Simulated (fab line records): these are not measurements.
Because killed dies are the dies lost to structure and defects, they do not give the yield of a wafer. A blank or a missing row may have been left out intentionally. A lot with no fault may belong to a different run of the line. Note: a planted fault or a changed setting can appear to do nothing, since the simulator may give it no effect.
fab line records	flow nandHarc
record lots=14	wafers=42	lastDay=24
route steps=1159 shown P_GATE@169 HYBRID_BOND@1094 THIN_TSV@1127 END@1159
lots that met no fault: from a run of the same line without faults
startH: hours from the record's first day to the start of the lot's first wafer shown	waitH: hours since the lot's step before	" unchanged from the row above	L1.1+2: a row that stands for several wafers	- value missing, or start not given	* or withheld: withheld	< > ~ a bound
route shown NAME@n: a module of which the file shows steps, and the number in the route of the first	usual: average and standard deviation across the fault-free wafers	same: alike in all rows	chamber/n: place in a boat	sites: readings site by site	_std_site: how widely they spread, as a standard deviation	_edge_site: the outer-site mean with the inner-site mean subtracted	radiusMm: how far each site lies from the wafer's centre	mask NAME#n: copy n	behind: the most recent tool/chamber to have shaped the wafer	hold: the reason the lot was held/the length of the hold in hours/how it ended	device: which transistor (n, p or np) failed to switch	end of line: the tests these same wafers got at the end of their route	a step given without rows: its recipe and nothing more	killed: not the wafer's yield, but the dies lost to structure and defects at the first sort	map: the dies of a wafer, with x for killed, . for not killed, _ for no die there
set.NAME: the run value of the setting; set.NAME@STEP: its run value at that earlier step	model.NAME: the simulator's own value behind a step, which no gauge read
a sample of lots followed through the steps of the route, with each step as a table and each wafer as a row
services: the hour from which a tool's chamber was out of use, counted from the record's first day as startH (under 0 if before that day), plus the number of hours and why
## steps
# step NHARC_P_GATE_DEVELOP_45
# recipe timeS=70
lot.wafer	tool	chamber	startH	waitH
L915.1+3+5	lithoTrack-05	0	93	-
L916.1+2+3	lithoTrack-02	0	105	-
L919.1+4+6	lithoTrack-07	0	118	-
L917.2+3+6	lithoTrack-07	0	119	-
L918.1+2+3	lithoTrack-05	0	119	-
L921.1+4+5	lithoTrack-05	0	133	-
L923.2+5+6	lithoTrack-07	0	144	-
L926.2+3+6	lithoTrack-05	0	162	-
L927.2+3+5	lithoTrack-05	0	176	-
L930.1+3+4	lithoTrack-05	0	184	-
L933.4+5+6	lithoTrack-07	0	210	-
L934.1+2+3	lithoTrack-02	0	215	-
L935.1+2+3	lithoTrack-02	0	224	-
L937.1+4+6	lithoTrack-07	0	230	-
# step NHARC_HYBRID_BOND_ACTIVATE_00
# recipe timeS=60	n2FlowSccm=200	arFlowSccm=0	biasPowerW=0	chemistry=N2
# usual drypumpMotorCurrentA=5.5/0.46	n2FlowSccm=200.0/0.67	oesProductAu=1.005/0.012	rfVppV=64.0/0.91	showerheadPlenumPTorr=1.74/0.065
# same biasPowerW=0
lot.wafer	tool	chamber	startH	waitH	drypumpMotorCurrentA	n2FlowSccm	oesProductAu	rfHoursCounterH	rfVppV	showerheadPlenumPTorr
L915.3	rieDiel-02	1	396.35	0.1	6.0	200.5	0.999	21	62.7	1.64
L915.1	"	3	"	"	5.2	200.8	1.028	22	64.6	1.72
L915.5	"	1	"	"	6.0	199.9	0.985	-	62.9	1.63
L916.1	rieDiel-06	1	413.93	0.1	5.9	199.6	1.001	16	63.7	1.82
L916.3	"	3	"	"	5.9	199.9	0.999	15	64.6	1.66
L916.2	"	0	"	"	4.8	200.7	1.005	15	66.3	1.81
L917.3	rieDiel-03	0	419.68	0.1	5.1	200.2	1.002	5	63.3	1.74
L917.2	"	2	"	"	5.2	201.1	1.012	7	63.8	1.81
L917.6	"	3	"	"	6.0	200.5	1.007	-	65.2	1.73
L918.2	rieDiel-02	2	423.24	0.1	5.3	199.1	0.991	33	64.0	1.69
L918.1	"	3	"	"	5.2	199.6	1.020	31	64.2	1.72
L918.3	"	0	"	"	5.9	199.6	1.009	27	64.1	1.68
L919.1	rieDiel-03	2	424.24	0.1	5.2	200.3	1.018	8	64.9	1.81
L919.4	"	1	"	"	4.9	199.9	1.013	7	61.9	1.79
L919.6	"	3	"	"	6.0	198.9	1.007	-	63.9	1.73
L923.2	rieDiel-03	1	447.67	0.1	4.9	200.2	1.013	16	63.2	1.79
L923.5	"	1	"	"	4.9	199.7	1.004	-	65.0	1.79
L923.6	"	2	"	"	5.2	201.0	1.005	-	65.7	1.81
L921.4	rieDiel-06	1	453.74	0.2	5.9	199.6	0.992	3	65.5	1.82
L921.1	"	2	"	"	5.8	199.9	1.014	3	65.2	1.74
L921.5	"	1	"	"	5.9	199.2	0.987	-	64.3	1.82
L926.2	rieDiel-06	0	463.71	0.1	4.8	199.4	1.005	4	63.5	1.81
L926.3	"	1	"	"	5.9	200.3	0.982	5	63.2	1.81
L926.6	"	3	"	"	5.9	199.0	0.986	-	65.6	1.66
L933.4	rieDiel-06	3	515.96	0.1	5.9	199.6	1.009	10	63.1	1.65
L933.5	"	2	"	"	5.8	200.0	1.021	-	64.3	1.74
L933.6	"	3	"	"	5.9	199.2	1.003	-	62.5	1.65
L934.3	rieDiel-06	1	516.79	0.1	5.9	199.2	1.001	10	64.3	1.81
L934.2	"	3	"	"	5.9	200.8	1.003	10	63.9	1.65
L934.1	"	0	"	"	4.8	200.8	0.989	10	62.4	1.81
L935.3	rieDiel-06	2	517.13	0.1	5.8	200.1	1.030	10	64.6	1.74
L935.2	"	3	"	"	5.9	199.7	1.016	10	63.5	1.65
L935.1	"	0	"	"	4.8	201.1	1.008	10	64.4	1.81
L937.1	rieDiel-06	0	542.36	0.1	4.7	198.7	1.005	12	63.6	1.81
L937.4	"	1	"	"	6.0	199.4	0.995	-	64.7	1.81
L937.6	"	3	"	"	5.9	199.6	1.007	-	63.6	1.65
# step NHARC_THIN_TSV_DEGAS_49
# recipe tempC=300	timeS=120
# usual heaterPowerW=486/64
lot.wafer	tool	chamber	startH	waitH	heaterPowerW
L915.3	pvdSputter-03	-	410.77	0.1	471
L915.1	"	-	"	"	443
L915.5	"	-	"	"	553
L916.2	pvdSputter-01	-	434.95	0.1	615
L916.1	"	-	"	"	407
L916.3	"	-	"	"	502
L917.2	pvdSputter-01	-	435.59	0.1	399
L917.3	"	-	"	"	519
L917.6	"	-	"	"	467
L918.2	pvdSputter-01	-	437.13	0.1	397
L918.3	"	-	"	"	472
L918.1	"	-	"	"	499
L919.4	pvdSputter-01	-	443.84	2.4	392
L919.1	"	-	"	"	621
L919.6	"	-	"	"	390
L923.2	pvdSputter-01	-	463.50	0.2	487
L923.5	"	-	"	"	401
L923.6	"	-	"	"	487
L921.1	pvdSputter-02	-	472.29	0.2	452
L921.4	"	-	"	"	491
L921.5	"	-	"	"	405
L926.3	pvdSputter-02	-	477.35	0.1	506
L926.2	"	-	"	"	502
L926.6	"	-	"	"	424
L933.4	pvdSputter-01	-	532.34	0.1	490
L933.5	"	-	"	"	640
L933.6	"	-	"	"	404
L934.2	pvdSputter-02	-	533.61	0.2	502
L934.1	"	-	"	"	407
L934.3	"	-	"	"	505
L935.1	pvdSputter-03	-	534.63	0.1	445
L935.2	"	-	"	"	485
L935.3	"	-	"	"	562
L937.4	pvdSputter-01	-	557.68	0.1	437
L937.1	"	-	"	"	394
L937.6	"	-	"	"	513
# step NHARC_THIN_TSV_CD_MEAS_37
# usual cdNm=5001/3.5
lot.wafer	tool	chamber	startH	waitH	cdNm
L915.1	cdSem-02	-	415.42	-	5005
L915.3	"	-	"	"	5002
L915.5	"	-	"	"	5007
L916.1	cdSem-02	-	439.89	-	5003
L916.2	"	-	"	"	5002
L916.3	"	-	"	"	5001
L917.2	cdSem-02	-	441.26	-	5004
L917.3	"	-	"	"	5003
L917.6	"	-	"	"	4996
L918.1	cdSem-02	-	448.49	-	5004
L918.2	"	-	"	"	5000
L918.3	"	-	"	"	5001
L919.1	cdSem-02	-	450.65	-	5007
L919.4	"	-	"	"	4997
L919.6	"	-	"	"	4997
L923.2	cdSem-02	-	468.08	-	5005
L923.5	"	-	"	"	4995
L923.6	"	-	"	"	5004
L921.1	cdSem-02	-	476.86	-	5004
L921.4	"	-	"	"	5002
L921.5	"	-	"	"	5002
L926.2	cdSem-01	-	481.80	-	5001
L926.3	"	-	"	"	4993
L926.6	"	-	"	"	4999
L933.4	cdSem-01	-	537.26	-	5005
L933.5	"	-	"	"	5000
L933.6	"	-	"	"	5002
L934.1	cdSem-01	-	538.64	-	5005
L934.2	"	-	"	"	4998
L934.3	"	-	"	"	4999
L935.1	cdSem-02	-	539.92	-	4999
L935.2	"	-	"	"	4995
L935.3	"	-	"	"	4995
L937.1	cdSem-02	-	562.29	-	4997
L937.4	"	-	"	"	5002
L937.6	"	-	"	"	5005
# step NHARC_END_SORT_01
# recipe tempC=25
# usual killedAtArray=28/11	killedAtOther=0.5/0.87	killedAtPeriphery=2.9/2.2	killedDies=32/11	killedOpen=3.2/1.9	killedShort=1.8/1.4
# same grossDies=677
lot.wafer	tool	chamber	startH	waitH	killedAtArray	killedAtOther	killedAtPeriphery	killedDies	killedOpen	killedShort
L927.2	prober-02	0	507.65	2.8	14	0	663	677	4	0
L927.3	prober-02	0	508.44	3.1	18	0	659	677	4	0
L927.5	prober-02	0	510.03	3.7	15	0	662	677	2	0
L930.1	prober-01	0	516.31	2.6	54	1	622	677	5	1
L930.3	prober-01	0	517.92	3.1	52	2	623	677	2	2
L930.4	prober-01	0	518.72	3.4	54	0	623	677	4	3
# killed by level:class
L927.2 P_GATE:areaDevelop=661 A_STAIRCASE:chamberFilmFlake=4 A_CHANNEL_HOLE_D1:chamberFilmFlake=3 A_WL_FILL:chamberFilmFlake=2 A_ONON_D1:geometricParticle:open=1 A_CHANNEL_FILL_D1:geometricParticle:open=1 A_SLIT:geometricParticle:open=1 A_M1:geometricParticle:open=1
L927.3 P_GATE:areaDevelop=659 A_STAIRCASE:chamberFilmFlake=6 A_WL_FILL:chamberFilmFlake=3 A_CONTACT:chamberFilmFlake=3 A_CHANNEL_HOLE_D1:chamberFilmFlake=2 A_CHANNEL_FILL_D1:geometricParticle:open=1 A_WL_FILL:geometricParticle:open=1 A_CONTACT:geometricParticle:open=1
L927.5 P_GATE:areaDevelop=662 A_STAIRCASE:chamberFilmFlake=7 A_CHANNEL_HOLE_D1:chamberFilmFlake=2 A_WL_FILL:chamberFilmFlake=2 A_CONTACT:chamberFilmFlake=2 A_ONON_D1:geometricParticle:open=1 A_M0:geometricParticle:open=1
L930.1 P_GATE:areaDevelop=620 A_CHANNEL_HOLE_D1:chamberFilmFlake=23 A_SLIT:chamberFilmFlake=14 A_STAIRCASE:chamberFilmFlake=9 A_ONON_D1:geometricParticle:open=2 A_STAIRCASE:geometricParticle:open=1 A_WL_FILL:geometricParticle:open=1 A_BLC:geometricParticle:open=1
L930.3 P_GATE:areaDevelop=620 A_CHANNEL_HOLE_D1:chamberFilmFlake=22 A_SLIT:chamberFilmFlake=21 A_STAIRCASE:chamberFilmFlake=5 P_STI:chamberFilmFlake=2 A_ONON_D1:geometricParticle:short=1 A_CHANNEL_FILL_D1:geometricParticle:short=1 A_CONTACT:geometricParticle:open=1
L930.4 P_GATE:areaDevelop=620 A_CHANNEL_HOLE_D1:chamberFilmFlake=18 A_SLIT:chamberFilmFlake=14 A_STAIRCASE:chamberFilmFlake=12 A_M0:chamberFilmFlake=3 A_ONON_D1:geometricParticle:open=2 P_GATE:geometricParticle:open=1 A_ONON_D1:geometricParticle:short=1
## services
tool	chamber	startH	hours	kind
rieDiel-06	3	81.51	7.7	repair
rieDiel-03	1	138.98	11.3	repair
rieDiel-06	0	139.56	16.0	repair
lithoTrack-02	-	165.00	7.0	pm
pvdSputter-01	-	172.68	3.9	repair
pvdSputter-01	-	176.60	10.0	pm
lithoTrack-07	-	189.00	7.0	pm
pvdSputter-01	-	199.13	3.9	repair
pvdSputter-02	-	214.00	10.0	pm
lithoTrack-05	-	237.00	7.0	pm
rieDiel-06	-	241.20	9.0	pm
pvdSputter-01	-	274.65	8.2	repair
pvdSputter-01	-	332.53	0.6	repair
rieDiel-06	0	336.10	3.1	repair
pvdSputter-01	-	354.60	10.0	pm
lithoTrack-07	-	364.00	7.0	pm
lithoTrack-05	-	412.00	7.0	pm
rieDiel-06	-	418.29	9.0	pm
pvdSputter-01	-	422.67	2.7	repair
rieDiel-06	0	432.63	3.1	repair
rieDiel-06	-	492.24	0.6	repair
lithoTrack-07	-	539.00	7.0	pm
rieDiel-06	2	540.28	15.6	repair
pvdSputter-01	-	547.44	5.4	repair
## key
firstSign step=NHARC_END_SORT_01	reading=killedAtPeriphery	direction=up	sigmas=99+	usual=2.9	struck=642
effect step=NHARC_END_SORT_01	reading=killedDies	direction=up	sigmas=59	usual=32	struck=677
moreKillsBornAt NHARC_P_GATE_DEVELOP_45@lithoTrack-05=3842
metAt NHARC_P_GATE_DEVELOP_45
struckLots L927,L930
laterRowsLeftOut L927.2,L927.3,L927.5,L930.1,L930.3,L930.4
testerLeftOut L927,L930
notActingAt NHARC_HYBRID_BOND_ACTIVATE_00,NHARC_THIN_TSV_DEGAS_49,NHARC_THIN_TSV_CD_MEAS_37
onsetBetween 162 176
fault kind=processParameterDrift	tool=lithoTrack-05	chamber=-	onsetH=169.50	steps=NHARC_P_GATE_DEVELOP_45	channel=timeS	offset=*	shape=step	endH=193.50	actsIn=*	stated=*
# testerLeftOut: of these lots the tester's yield and bins aren't shown, on N5 and GAA mostly nor the transistor test; their killed dies are dies lost to structure and defects alone, not to doping, threshold or leakage, so they don't give the yield
# laterRowsLeftOut: the simulator's readings of these wafers behind a module that went badly wrong aren't trusted and aren't shown, but for the sort
